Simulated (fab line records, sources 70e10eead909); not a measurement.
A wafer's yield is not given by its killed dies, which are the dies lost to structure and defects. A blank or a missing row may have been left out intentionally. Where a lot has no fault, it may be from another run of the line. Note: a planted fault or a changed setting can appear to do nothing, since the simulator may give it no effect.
2 desks, one fault    flow nand harc    every desk sees just its own numbers, and what lay behind them comes last

## THE TOOL OWNER'S DESK: arfi scanner-02
The tool's own readings at NHARC_A_SGD_CUT_EXPOSE_06 (exposes mask SGD): means of the sampled wafers that have a number, for each lot that ran on this tool. If a lot's mean is further than 4 standard deviations from the usual mean, the lot is out of limits and carries the mark OUT (the distance appears in the brackets).
Columns: A = exposure dose mJ cm2 at NHARC_A_SGD_CUT_EXPOSE_06, usual 85.46
lot   first seen here  A
L829  day 19 23:19     85.54
L834  day 21 12:38     85.56
L837  day 23 19:40     109.33 (+99 or more) OUT
L838  day 24 02:29     104.44 (+99 or more) OUT
This desk's verdict: out of limits on L837, L838, starting with L837 at day 23 19:40 (exposure dose mJ cm2 at NHARC_A_SGD_CUT_EXPOSE_06). L829, L834: within limits.

## AT THE METROLOGY DESK
Lot by lot, what the gauges showed, no matter which tool ran the lot: averages of those sampled wafers that carry a number. If a lot's mean is further than 4 standard deviations from the usual mean, the lot is out of limits and carries the mark OUT (the distance appears in the brackets).
Columns: A = cd nm at NHARC_A_SGD_CUT_CD_MEAS_09, usual 100.1 nm
lot   first seen here  A
L828  day 19 23:01     100.6
L829  day 19 23:27     99.7
L831  day 20 21:08     99.1
L832  day 20 21:31     100.0
L834  day 21 12:46     100.3
L837  day 23 19:48     119.8 (+25) OUT
L838  day 24 02:37     116.1 (+20) OUT
L839  day 24 02:55     100.7
L842  day 25 11:54     99.6
L845  day 27 07:07     100.9
L846  day 27 13:31     99.2
L850  day 28 13:02     99.6
This desk's verdict: out of limits on L837, L838, starting with L837 at day 23 19:48 (cd nm at NHARC_A_SGD_CUT_CD_MEAS_09). L828, L829, L831, L832, L834, L839, L842, L845, L846, L850: within limits.

## PUT TOGETHER
At day 23 19:40, on L837, L838, the tool owner's desk was in a position to raise an alarm.
The metrology desk could have raised an alarm at day 23 19:48, on L837, L838.
NHARC_A_SGD_CUT_EXPOSE_06 was run on arfi scanner-02 by each of the lots named.

## WHAT WAS PUT IN BY THE SIMULATOR
Process parameter drift: arfi scanner-02, from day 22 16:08 on, at NHARC_A_SGD_CUT_EXPOSE_06. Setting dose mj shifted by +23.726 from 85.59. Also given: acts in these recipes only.
Shown lots that were struck: L837, L838.
Counting hours from when the fault started, the first reading out of limits came at 28 for the tool owner's desk and at 28 for the metrology desk.
